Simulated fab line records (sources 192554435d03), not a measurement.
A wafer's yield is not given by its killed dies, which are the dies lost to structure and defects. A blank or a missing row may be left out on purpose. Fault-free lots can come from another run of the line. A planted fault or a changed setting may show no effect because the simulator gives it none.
Split-lot trial | flow n5 finfet | 7 lots, 39 wafers read, on a route of 1938 steps

## ABOUT THE SPLIT
At N5_GATE_CUT_EXPOSE_10 (exposes mask GATE CUT, target cd 20 nm), the setting dose mj was moved away from the recipe's 43.25 on 9 of the 39 wafers read, by -4.7% to +5.0%. All remaining wafers had this setting at the recipe value.

## FROM THE SPLIT TO THE READING: what the file shows between them, 10 steps
- N5_GATE_CUT_PEB_11: peb time 60 s
- N5_GATE_CUT_DEVELOP_12: develop time 30 s
- N5_GATE_CUT_DESCUM_18: chemistry O2, time 7 s
- N5_GATE_CUT_ETCH_28: etches underlayer in N2/H2, target depth 13 nm, time 10.4 s
- N5_GATE_CUT_ETCH_36: etches SiARC in CF4, target depth 13 nm, time 21.7 s
- N5_GATE_CUT_ETCH_37: etches SOC in N2/H2, target depth 60 nm, overetch 12 nm, time 90 s
- N5_GATE_CUT_STRIP_38: strips in N2/H2
- N5_GATE_CUT_STRIP_39: strips in N2/H2
- N5_GATE_CUT_STRIP_41: strips in CF4
- N5_GATE_CUT_STRIP_42: strips in O2

## THE READING
GATE_CUT.cd nm (the simulator's own value, which no gauge read), in nm, at N5_GATE_CUT_ETCH_19 (etches SiNx in CH3F/O2, target depth 53.7 nm, time 76.7 s). There is no usual value for it anywhere in the file. Across the 30 wafers here that went through the recipe, the average is 19.9 nm and the standard deviation 0.28 nm.

wafer  | tool, chamber at the split | dose mj as run | against the recipe | GATE_CUT.cd nm, nm | against lot-mates on the recipe
L075.1 | euv scanner-02, 0          | 43.25          | recipe             | 19.8               | -
L075.4 | euv scanner-02, 0          | 43.25          | recipe             | 19.8               | -
L075.5 | euv scanner-02, 0          | 43.25          | recipe             | 19.8               | -
L075.6 | euv scanner-02, 0          | 43.25          | recipe             | 19.8               | -
L075.2 | euv scanner-02, 0          | 43.25          | recipe             | 20                 | -
L075.3 | euv scanner-02, 0          | 43.25          | recipe             | 20                 | -
L076.1 | euv scanner-01, 0          | 43.25          | recipe             | 19.8               | -
L076.6 | euv scanner-01, 0          | 43.25          | recipe             | 19.8               | -
L076.2 | euv scanner-01, 0          | 43.25          | recipe             | 20                 | -
L083.1 | euv scanner-01, 0          | 42.05          | -2.8%              | 19.6               | -0.3
L083.2 | euv scanner-01, 0          | 43.25          | recipe             | 19.6               | -
L083.3 | euv scanner-01, 0          | 42.05          | -2.8%              | 19                 | -0.9
L083.4 | euv scanner-01, 0          | 42.05          | -2.8%              | 19.4               | -0.5
L083.5 | euv scanner-01, 0          | 43.25          | recipe             | 20                 | -
L083.6 | euv scanner-01, 0          | 43.25          | recipe             | 20                 | -
L086.1 | euv scanner-02, 0          | 43.25          | recipe             | 20                 | -
L086.2 | euv scanner-02, 0          | 45.41          | +5.0%              | 21.2               | +1.2
L086.3 | euv scanner-02, 0          | 45.41          | +5.0%              | 21                 | +1.0
L086.4 | euv scanner-02, 0          | 43.25          | recipe             | 19.8               | -
L086.5 | euv scanner-02, 0          | 45.41          | +5.0%              | 20.8               | +0.8
L086.6 | euv scanner-02, 0          | 43.25          | recipe             | 20.2               | -
L092.1 | euv scanner-01, 0          | 43.25          | recipe             | 19.4               | -
L092.2 | euv scanner-01, 0          | 43.25          | recipe             | 19.4               | -
L092.3 | euv scanner-01, 0          | 43.25          | recipe             | 19.8               | -
L092.6 | euv scanner-01, 0          | 43.25          | recipe             | 19.8               | -
L092.4 | euv scanner-01, 0          | 43.25          | recipe             | 19.6               | -
L092.5 | euv scanner-01, 0          | 43.25          | recipe             | 19                 | -
L093.1 | euv scanner-02, 0          | 43.25          | recipe             | 20.2               | -
L093.2 | euv scanner-02, 0          | 41.2           | -4.7%              | 19                 | -1.0
L093.4 | euv scanner-02, 0          | 41.2           | -4.7%              | 19                 | -1.0
L093.3 | euv scanner-02, 0          | 41.2           | -4.7%              | 18.4               | -1.6
L093.5 | euv scanner-02, 0          | 43.25          | recipe             | 20                 | -
L093.6 | euv scanner-02, 0          | 43.25          | recipe             | 19.8               | -
L094.1 | euv scanner-02, 0          | 43.25          | recipe             | 20                 | -
L094.4 | euv scanner-02, 0          | 43.25          | recipe             | 20                 | -
L094.6 | euv scanner-02, 0          | 43.25          | recipe             | 20                 | -
L094.2 | euv scanner-02, 0          | 43.25          | recipe             | 20.4               | -
L094.3 | euv scanner-02, 0          | 43.25          | recipe             | 20.2               | -
L094.5 | euv scanner-02, 0          | 43.25          | recipe             | 20.2               | -

THE FIT
A straight line over all 39 wafers: GATE_CUT.cd nm changes by +0.222 nm for each +1% of dose mj; r = +0.86; the points scatter about the line by 0.28 nm.
The same after taking each lot's own level away (the mean of its wafers on the recipe; 39 wafers): +0.22 nm for each +1%; r = +0.91; scatter 0.21 nm.
Per that fit: largest dose mj move, reading shift of 1.1 nm.
The span of the lots' own levels, 19.50 to 20.13 nm, comes to 2.3 times the standard deviation stated above.
The two slopes are in agreement: the lot-to-lot level therefore moves the slope only a little.
Check: with one of the wafers moved furthest among these (+5.0%) left out of the fit, the line predicts +1.06 nm for it against its lot-mates. Against them it came out at +1.2 nm.

## OTHER SPLITS ON THESE WAFERS
These wafers also went through other splits before the reading. Each is held against what the fit with the lots' levels taken away leaves over:
other split on the same wafers     | wafers away from the commonest value | r with GATE_CUT.cd nm (lot level and that fit taken away)
N5_DUMMY_GATE_ETCH_42 bias w       | 12                                   | +0.02
N5_SD_EPI_N_ETCH_35 time s         | 15                                   | -0.22
N5_SD_EPI_N_ETCH_45 target depth a | 15                                   | -0.36

## THE WHOLE CHAIN: every reading that the file lists as answering this split, in the file's order
step                  | what it does                                                       | reading                                                         | change (the file's fit)               | r (the file's)
N5_GATE_CUT_DESCUM_18 | chemistry O2, time 7 s                                             | GATE_CUT.cd nm (the simulator's own value, which no gauge read) | +0.206 nm for each +1% of the setting | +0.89
N5_GATE_CUT_ETCH_28   | etches underlayer in N2/H2, target depth 13 nm, time 10.4 s        | GATE_CUT.cd nm (the simulator's own value, which no gauge read) | +0.189 nm for each +1% of the setting | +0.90
N5_GATE_CUT_ETCH_37   | etches SOC in N2/H2, target depth 60 nm, overetch 12 nm, time 90 s | GATE_CUT.cd nm (the simulator's own value, which no gauge read) | +0.198 nm for each +1% of the setting | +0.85
N5_GATE_CUT_ETCH_19   | etches SiNx in CH3F/O2, target depth 53.7 nm, time 76.7 s          | GATE_CUT.cd nm (the simulator's own value, which no gauge read) | +0.221 nm for each +1% of the setting | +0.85

## FILE'S OWN FIT
GATE_CUT.cd nm changes by +0.221 nm for each +1% of dose mj, r = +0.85.
